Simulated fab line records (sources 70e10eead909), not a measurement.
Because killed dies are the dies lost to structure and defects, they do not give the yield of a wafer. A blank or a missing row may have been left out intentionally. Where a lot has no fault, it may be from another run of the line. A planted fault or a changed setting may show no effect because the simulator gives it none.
Comparing a struck lot with a sound one / flow nand-harc / 26 steps out of a route of 1159
Sound: these wafers, L839.1, L839.4, L839.6. Wafers struck: L852.1, L852.3, L852.6. Last of all comes the cause.
At each step with rows: each side's tool, then ch and its chambers, then its first start. Under that, the readings that differ: sound wafers / struck wafers / difference of the means / sigmas: that difference in standard deviations of wafers without a fault.
alike: readings with means less than 2 such deviations apart, plus words and numbers identical on both sides. not compared: withheld readings, readings lacking a value on some wafer, bounds such as >300 that could conceal the same value, and numbers that have no deviation in the record and whose values overlap.
A row with sigmas, a row that says differs or no value, or rows on one side alone: a step with any of these is where the two part. Numbers that have no deviation but don't overlap get no sigmas and don't part them. A reading that every wafer of one side lacks parts them only if that side has two wafers or more.

first, 5 steps without rows for these wafers: NHARC_P_GATE_STRIP_15 (strips in SPM, time 780 s); NHARC_P_GATE_PRECLEAN_71 (cleans in SC1); NHARC_P_GATE_SRD_72; NHARC_P_GATE_OXIDE_16 (material SiO2, target thk 3 nm, ox time 392 s); NHARC_P_GATE_CVD_17 (deposits poly-Si, target thk 150 nm, time 900 s).
NHARC_P_GATE_HM_DEP_102: deposits aC, target thk 120 nm.
  sound on acl-dep-02 ch 0, day 4 23:36; struck on acl-dep-03 ch 0, day 8 12:12
  alike: throttle-valve-pct
NHARC_P_GATE_DEP_103: deposits SiON, target thk 30 nm.
  sound on pecvd-03 ch 0,1,2, day 5 00:20; struck on pecvd-02 ch 0,1, day 8 12:52
  alike: heater-power-w
then, 5 steps without rows for these wafers: NHARC_P_GATE_DEHYDRATE_18 (time 120 s); NHARC_P_GATE_HMDS_19 (time 30 s); NHARC_P_GATE_COAT_20 (resist thk 90 nm); NHARC_P_GATE_SOFTBAKE_21 (time 55 s); NHARC_P_GATE_EBR_22.
NHARC_P_GATE_EXPOSE_23: exposes mask P GATE, target cd 120 nm.
  sound on arfi-scanner-01 ch 0, day 5 00:49; struck on arfi-scanner-03 ch 0, day 8 13:25
  alike: mask
then, 2 steps without rows for these wafers: NHARC_P_GATE_PEB_24 (peb time 65 s); NHARC_P_GATE_DEVELOP_25 (develop time 35 s).
NHARC_P_GATE_CD_MEAS_26 targets a cd of 120 nm.
  sound on cd-sem-03 ch 0, day 5 00:57; struck on cd-sem-02 ch 0, day 8 13:32
reading=cd-nm (nm); sound=118.4 119.0 119.2; struck=106.0 112.5 106.5; difference=-10.5; sigmas=-14
NHARC_P_GATE_OVL_MEAS_27:
  struck on overlay-02, day 8 13:38; sound on overlay-01, day 5 01:02
  alike: overlay-x-nm, overlay-y-nm
NHARC_P_GATE_INSPECT_28:
  struck on defect-inspect-01, day 8 13:40; sound on defect-inspect-01, day 5 01:04
  alike: raw-defect-count
NHARC_P_GATE_DESCUM_31: chemistry O2, time 3 s.
  sound on rie-diel-09 ch 1,3, day 5 01:08; struck on rie-diel-07 ch 1,2, day 8 13:44
reading=model.P_GATE.cd-nm (nm); sound=117.5 117.9 117.7; struck=106.5 111.6 105.2; difference=-9.9; sigmas=
  alike: drypump-motor-current-A, oes-product-au, rf-vpp-V, showerhead-plenum-p-Torr, throttle-valve-pct
  not compared: rf-hours-counter-h
then, 1 step without rows for these wafers: NHARC_P_GATE_ETCH_104 (etches the open film in CF4/CHF3, target depth 60 nm).
NHARC_P_GATE_HM_OPEN_105: chemistry O2/COS, target depth 360 nm.
  sound: rie-diel-09 ch 1,2,3; struck: rie-diel-07 ch 0,2,3
  alike: bias-w, drypump-motor-current-A, oes-product-au, rf-vpp-V, showerhead-plenum-p-Torr, throttle-valve-pct
  not compared: rf-hours-counter-h
then, 1 step without rows for these wafers: NHARC_P_GATE_STRIP_106 (strips in O2/COS).
NHARC_P_GATE_ETCH_114: etches the open film in CF4/O2, target depth 30 nm, overetch 3 nm, time 16.5 s.
  sound: rie-diel-09 ch 0,2,3; struck: rie-diel-07 ch 2,3
reading=showerhead-plenum-p-Torr (Torr); sound=1.42 1.38 1.45; struck=1.35 1.26 1.26; difference=-0.13; sigmas=-2
  alike: bias-w, cf4-flow-sccm, drypump-motor-current-A, oes_ar_750_au, oes-product-au, rf-vpp-V, throttle-valve-pct
  not compared: rf-hours-counter-h
NHARC_P_GATE_ETCH_32: etches the open film in HBr/Cl2, target depth 150 nm, time 100.1 s.
  sound on rie-si-06 ch 1,2,3, day 5 01:46; struck on rie-si-04 ch 0,2,3, day 8 14:13
  alike: bias-w, drypump-motor-current-A, oes-product-au, throttle-valve-pct
  not compared: rf-hours-counter-h, model.P_GATE.cd-nm
NHARC_P_GATE_STRIP_108: strips in O2.
  sound on rie-diel-07 ch 0,2,3, day 5 01:56; struck on rie-diel-09 ch 0,2,3, day 8 14:29
  alike: drypump-motor-current-A, oes-product-au, rf-vpp-V, showerhead-plenum-p-Torr, throttle-valve-pct
  not compared: rf-hours-counter-h
-- jump in the record: it breaks off in module P_GATE and resumes in module END (first step shown: number 1159 of the route), and 16 days separate the struck wafers' starts before and after --
NHARC_END_SORT_01:
  the record has rows for the struck wafers here (prober-01 ch 0, day 24 06:36) and none for the sound ones

## WHERE THEY PART
At NHARC_P_GATE_CD_MEAS_26 first; at NHARC_END_SORT_01 last (within this record only).

WHY: whatever the simulator had introduced
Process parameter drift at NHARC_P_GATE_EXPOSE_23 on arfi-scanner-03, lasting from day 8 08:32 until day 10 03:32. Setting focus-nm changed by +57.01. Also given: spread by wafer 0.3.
